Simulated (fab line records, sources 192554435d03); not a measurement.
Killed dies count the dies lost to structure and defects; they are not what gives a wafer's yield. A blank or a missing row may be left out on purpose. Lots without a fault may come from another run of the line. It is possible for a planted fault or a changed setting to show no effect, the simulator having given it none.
A single fault, viewed from 2 desks -- flow n5 finfet -- numbers are kept per desk, each desk with only its own; the story behind them comes last

## DESK OF THE TOOL OWNER: cvd co-01
The tool's own readings at N5_BEOL_M4_CVD_47 (deposits Co from CCTBA/H2, target thk 3 nm, time 223.8 s): means of the sampled wafers that have a number, for each lot that ran on this tool. Any lot whose mean is over 4 standard deviations away from the usual mean is out of limits and marked OUT; that distance is given in the brackets.
Columns: A = chamber pressure Torr at N5_BEOL_M4_CVD_47, usual 30.00 Torr; B = run length s at N5_BEOL_M4_CVD_47, usual 246.8 s
lot,first seen here,A,B
L164,day 7 22:28,30.09,246.4
L165,day 7 22:36,30.02,246.7
L175,day 11 16:32,29.99,337.8 (+99 or more) OUT
L179,day 11 19:40,29.97,292.4 (+93) OUT
This desk's verdict: out of limits on L175, L179, starting with L175 at day 11 16:32 (run length s at N5_BEOL_M4_CVD_47). In limits: L164, L165.

## FROM THE METROLOGY DESK
Lot by lot, what the gauges showed, no matter which tool ran the lot: averages of those sampled wafers that carry a number. Any lot whose mean is over 4 standard deviations away from the usual mean is out of limits and marked OUT; that distance is given in the brackets. 7 of its 11 readings are shown, namely those furthest out on some lot.
Columns: A = cd nm at N5_BEOL_M4_CD_MEAS_35, usual 17.99 nm; B = DIBL_N at N5_BEOL_M4_RC_MEAS_101, usual 36.1 mV/V; C = DIBL_P at N5_BEOL_M4_RC_MEAS_101, usual 36.1 mV/V; D = IOFF_P at N5_BEOL_M4_RC_MEAS_101, usual 0.201 nA/um; E = ION_P at N5_BEOL_M4_RC_MEAS_101, usual 462 uA/um; F = SS_N at N5_BEOL_M4_RC_MEAS_101, usual 71.5 mV/dec; G = VT_P at N5_BEOL_M4_RC_MEAS_101, usual -251.3 mV
lot,first seen here,A,B,C,D,E,F,G
L164,day 7 21:28,17.51,33.8,33.7,0.169,456,71.6,-254.7
L165,day 7 21:39,17.70,36.8,37.5,0.180,451,71.9,-254.3
L166,day 8 15:26,18.08,37.1,36.9,0.212,467,71.7,-250.6
L172,day 10 10:47,18.28,35.7,35.3,0.195,458,71.6,-250.7
L175,day 11 15:54,17.76,36.6,35.3,0.209,465,70.9,-249.8
L179,day 11 19:02,18.12,36.6,38.8,0.212,455,71.9,-251.7
L178,day 11 21:35,18.08,36.6,36.4,0.207,462,71.4,-252.3
L181,day 12 16:56,17.92,35.8,36.3,0.178,455,71.1,-254.8
L186,day 14 06:19,17.95,35.3,36.0,0.164,459,71.7,-255.2
This desk's verdict: no lot among the 9 shows anything out of limits.

## PUT TOGETHER
On L175, L179, at day 11 16:32, an alarm was possible from the tool owner's desk.
Metrology desk: nothing out of limits seen.
The metrology desk holds a record of L175, L179, inside its limits.
The lots listed all ran N5_BEOL_M4_CVD_47 on cvd co-01.

## WHAT WAS PUT IN BY THE SIMULATOR
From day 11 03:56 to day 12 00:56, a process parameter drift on cvd co-01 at N5_BEOL_M4_CVD_47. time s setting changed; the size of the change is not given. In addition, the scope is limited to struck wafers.
Struck lots among those shown: L175, L179.
Each desk's first reading out of limits, in hours after the fault started: the tool owner's desk, 13.
